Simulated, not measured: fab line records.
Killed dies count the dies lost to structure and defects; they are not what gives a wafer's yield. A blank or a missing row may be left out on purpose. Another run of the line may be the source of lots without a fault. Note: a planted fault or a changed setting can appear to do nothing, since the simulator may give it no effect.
Struck lot and sound lot, side by side	flow n5-finfet	37 out of 1938 route steps
Sound: the wafers L758.2, L758.3, L758.5. Wafers struck: L761.1, L761.2, L761.5. At the end, the cause is stated.
Each step with rows lists, per side, the tool, then ch with its chambers, then its first start. Under that, the readings that differ: sound wafers	struck wafers	difference of the means	sigmas: that difference in standard deviations of wafers without a fault.
alike: a reading whose means differ by less than 2 such deviations, as well as words and numbers matching on both sides. not compared: withheld readings; readings where some wafer has no value; bounds like >300 that might hide an equal value; numbers whose values overlap and for which the record gives no deviation.
A row with sigmas, a row that says differs or no value, or rows on one side alone: a step with any of these is where the two part. Numbers that have no deviation but don't overlap get no sigmas and don't part them. A reading that every wafer of one side lacks parts them only if that side has two wafers or more.

first, 9 steps without rows for these wafers: N5_BEOL_M4_ANNEAL_95 (time 240 s); N5_BEOL_M4_SPUTTER_96 (material Cu, target thk 4.5 nm, time 8.29 s); N5_BEOL_M4_ECD_50 (material Cu, target thk 300 nm); N5_BEOL_M4_ANNEAL_51 (time 90 s); N5_BEOL_M4_CMP_52 (polishes, stops on SiOC, t overpolish 6.8 s, target thk 40 nm); N5_BEOL_M4_PRE_CLEAN_60 (time 15 s); N5_BEOL_M4_CO_CAP_55 (material Co, precursor CCTBA/H2, target thk 2 nm, time 102.1 s); N5_BEOL_M4_PRE_CLEAN_56 (time 15 s); N5_BEOL_M4_DEP_57 (deposits SiCN from 3MS/NH3, target thk 8 nm, time 14 s).
N5_BEOL_M4_RC_MEAS_101:
  sound on prober-02 ch 0, day 10 19:51; struck on prober-02 ch 0, day 12 00:25
  alike: DIBL_N, DIBL_P, IOFF_N, IOFF_P, ION_N, ION_P, SS_N, SS_P, VT_N, VT_P
then, 24 steps without rows for these wafers: N5_BEOL_M5_ILD_DEP_00 (deposits SiCOH lowk from DEMS/porogen, target thk 140.64 nm, time 25.9 s); N5_BEOL_M5_CURE_79 (cures SiCOH lowk, time 240 s); N5_BEOL_M5_PECVD_70 (deposits SiO2 from TEOS/O2, target thk 16 nm, time 18 s); N5_BEOL_M5_HM_DEP_02 (deposits TiN, target thk 20 nm); N5_BEOL_M5_COAT_59 (time 60 s, resist thk 60 nm); N5_BEOL_M5_COAT_60 (time 60 s, resist thk 12 nm); N5_BEOL_M5_COAT_71 (time 60 s, resist thk 5 nm); N5_BEOL_M5_COAT_05 (resist thk 30 nm); N5_BEOL_M5_EBR_07; N5_BEOL_M5_SOFTBAKE_06 (time 60 s); N5_BEOL_M5_EXPOSE_08 (exposes mask M5, target cd 28 nm); N5_BEOL_M5_PEB_09 (peb time 60 s); N5_BEOL_M5_DEVELOP_10 (develop time 30 s); N5_BEOL_M5_DESCUM_16 (chemistry O2, time 7 s); N5_BEOL_M5_ETCH_72 (etches underlayer in N2/H2, target depth 6.5 nm, time 5.2 s); N5_BEOL_M5_ETCH_61 (etches SiARC in CF4, target depth 15.6 nm, time 26 s); N5_BEOL_M5_ETCH_62 (etches SOC in N2/H2, target depth 75 nm, overetch 15 nm, time 112.5 s); N5_BEOL_M5_STRIP_63 (strips in N2/H2); N5_BEOL_M5_STRIP_73 (strips in N2/H2); N5_BEOL_M5_STRIP_64 (strips in CF4); N5_BEOL_M5_HM_OPEN_17 (chemistry Cl2/BCl3, target TiN, target depth 20 nm, overetch 6 nm); N5_BEOL_M5_STRIP_19 (strips in O2); N5_BEOL_M5_COAT_65 (time 60 s, resist thk 60 nm); N5_BEOL_M5_COAT_66 (time 60 s, resist thk 12 nm).
N5_BEOL_M8_ILD_DEP_00: deposits SiCOH lowk from DEMS/porogen, target thk 179.75 nm, time 33.4 s.
  sound on pecvd-04 ch 0,2, day 12 01:35; struck on pecvd-04 ch 0,2, day 13 06:33
  no value came back on the struck wafers for any of 5 readings (chamber-pressure-Torr (Torr), heater-power-outer-w (W) and others); on the sound wafers chamber-pressure-Torr (Torr) reads 4.999 4.994 5.014
N5_BEOL_M8_OCD_MEAS_38:
  sound on ocd-01 at day 12 07:53; struck on ocd-02 at day 13 10:36
reading	sound	struck	difference	sigmas
trench-depth-nm (nm)	91.0 93.7 92.5	- - -	no value on the struck wafers	
-- the record jumps here: 3 days lie between the struck wafers' starts before and after (it left off in module BEOL_M8 and takes up again in module PASSIVATION, whose first step shown is number 1936 of the route) --
N5_PASSIVATION_PROBE_49:
  sound on prober-02 at day 15 07:53; struck on prober-02 at day 16 12:32
reading	sound	struck	difference	sigmas
defect-limited-yield (%)	92.8 91.5 90.4	0 0 0	-92	-65
killed_at_M4_up	9 14 19	1163 1169 1160	+1150	+99 or more
killed-at-front-end	45 44 52	6 3 7	-42	-4
killed-dies	85 100 113	1180 1180 1180	+1081	+64
killed-on-rim	9 13 19	152 152 152	+138	+40
killed-open	59 67 78	12 3 14	-58	-4
killed-short	24 33 34	7 8 7	-23	-3
sort_bin_5_function (%)	4.0 5.5 5.8	75.0 73.9 73.2	+68.9	+75
sort-n-pass	1095 1080 1067	0 0 0	-1081	-64
sort-yield-pct (%)	92.8 91.5 90.4	0 0 0	-92	-65
  alike: killed_at_M0_to_M3, killed-at-contacts, killed-at-other, sort_bin_6_memory

== WHERE THEY PART ==
Last at N5_PASSIVATION_PROBE_49 as far as this record goes, first at N5_BEOL_M8_ILD_DEP_00.

WHY: what the simulator had put in
Entire step skipped (pecvd-04, N5_BEOL_M8_ILD_DEP_00), from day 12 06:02 onward. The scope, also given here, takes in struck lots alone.
